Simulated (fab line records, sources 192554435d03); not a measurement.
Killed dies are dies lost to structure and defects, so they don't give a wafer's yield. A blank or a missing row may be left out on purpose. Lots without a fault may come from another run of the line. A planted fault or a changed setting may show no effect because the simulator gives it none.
Chamber matching | flow n5_finfet | N5_BEOL_M3_DESCUM_33 on rie_diel-02: 4 sister chambers
The step chemistry O2, time 7 s. 16 wafers are shown with their chamber, then 8 later ones without.

WAFERS WITH THEIR CHAMBER
wafer  | chamber | drypump_motor_current_A (A) | showerhead_plenum_p_Torr (Torr) | throttle_valve_pct (%)
L079.2 | 2       | 5.1                         | 2.08                            | 20.32
L079.4 | 3       | 5.0                         | 2.04                            | 20.37
L079.6 | 0       | 6.5                         | 2.13                            | 20.24
L078.1 | 0       | 6.5                         | 2.13                            | 20.23
L078.2 | 3       | 5.0                         | 2.04                            | 20.38
L078.5 | 2       | 5.1                         | 2.08                            | 20.31
L085.1 | 2       | 5.1                         | 2.07                            | 20.34
L085.2 | 1       | 5.6                         | 2.17                            | 20.55
L085.3 | 3       | 5.0                         | 2.03                            | 20.38
L086.1 | 2       | 5.1                         | 2.07                            | 20.33
L086.2 | 3       | 5.0                         | 2.03                            | 20.38
L086.4 | 0       | 6.6                         | 2.13                            | 19.77
L089.2 | 3       | 4.9                         | 2.03                            | 20.38
L089.5 | 0       | 6.5                         | 2.13                            | 19.77
L089.6 | 1       | 5.6                         | 2.17                            | 20.57
L094.3 | 3       | 5.0                         | 2.03                            | 20.42

SIGNATURES (means of the wafers above)
reading                  | chamber 0 | chamber 1 | chamber 2 | chamber 3 | scatter within a chamber
drypump_motor_current_A  | 6.525     | 5.600     | 5.100     | 4.983     | 0.0363
showerhead_plenum_p_Torr | 2.1300    | 2.1700    | 2.0750    | 2.0333    | 0.00441
throttle_valve_pct       | 20.0025   | 20.5600   | 20.3250   | 20.3850   | 0.135
Rule: a wafer's distance from a chamber is the root of the sum, over the readings, of the square of ((its reading less the chamber's mean) divided by the reading's scatter). The wafer belongs to the nearest chamber; if the next one is less than 2 further off, it can't be placed. The scatter: the root of (the sum of the squares of (reading less its chamber's mean) over the shown wafers, divided by (wafers less chambers)).

WAFERS WITHOUT THEIR CHAMBER
wafer  | drypump_motor_current_A (A) | showerhead_plenum_p_Torr (Torr) | throttle_valve_pct (%)
L094.4 | 4.9                         | 2.03                            | 20.42
L094.5 | 6.5                         | 2.13                            | 19.78
L095.1 | 6.5                         | 2.13                            | 19.79
L095.2 | 5.0                         | 2.03                            | 20.43
L095.6 | 6.5                         | 2.13                            | 19.77
L096.1 | 5.1                         | 2.07                            | 20.37
L096.2 | 5.0                         | 2.03                            | 20.41
L096.5 | 5.0                         | 2.03                            | 20.42

WHICH CHAMBER EACH WENT THROUGH
wafer  | from the rows above | in truth
L094.4 | 3                   | 3
L094.5 | 0                   | 0
L095.1 | 0                   | 0
L095.2 | 3                   | 3
L095.6 | 0                   | 0
L096.1 | 2                   | 2
L096.2 | 3                   | 3
L096.5 | 3                   | 3
Placed correctly: 8 of 8. Can't be placed from these rows: 0. Placed wrongly: 0.
